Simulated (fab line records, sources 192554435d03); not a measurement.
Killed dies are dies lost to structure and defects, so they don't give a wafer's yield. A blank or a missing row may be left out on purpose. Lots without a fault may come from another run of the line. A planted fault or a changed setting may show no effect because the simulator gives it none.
Chamber matching | flow n5_finfet | N5_BEOL_M1_ETCHBACK_99 on rie_diel-01: 4 sister chambers
The step etches SiO2 in CHF3, target depth 5 nm, time 10.4 s. 4 wafers are shown with their chamber, then 9 later ones without.

WAFERS WITH THEIR CHAMBER
wafer  | chamber | drypump_motor_current_A (A)
L084.2 | 3       | 6.6
L084.4 | 2       | 5.7
L090.4 | 1       | 6.6
L090.6 | 0       | 5.5

WAFERS WITHOUT THEIR CHAMBER
wafer  | drypump_motor_current_A (A)
L091.1 | 6.6
L091.5 | 6.6
L091.6 | 5.6
L093.1 | 6.6
L093.4 | 6.6
L093.6 | 5.5
L095.3 | 5.5
L095.5 | 5.5
L095.6 | 6.6

WHICH CHAMBER EACH WENT THROUGH
wafer  | from the rows above     | in truth
L091.1 | can't be placed: 1 or 3 | 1
L091.5 | can't be placed: 1 or 3 | 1
L091.6 | can't be placed: 0 or 2 | 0
L093.1 | can't be placed: 1 or 3 | 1
L093.4 | can't be placed: 1 or 3 | 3
L093.6 | 0                       | 0
L095.3 | 0                       | 0
L095.5 | 0                       | 0
L095.6 | can't be placed: 1 or 3 | 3
Placed correctly: 3 of 9. Can't be placed from these rows: 6 (the true chamber is among the candidates in 6). Placed wrongly: 0.
How it was worked out, from the rows above alone: a wafer's distance from a chamber is the root of the sum, over the readings, of the square of ((its reading less the chamber's mean) divided by the reading's scatter). The wafer belongs to the nearest chamber; if the next one is less than 2 further off, it can't be placed. A chamber's mean is the mean of its shown wafers. The scatter: with one shown wafer a chamber, the root of the mean of the squares of how far each hidden wafer lies from its nearest shown one.
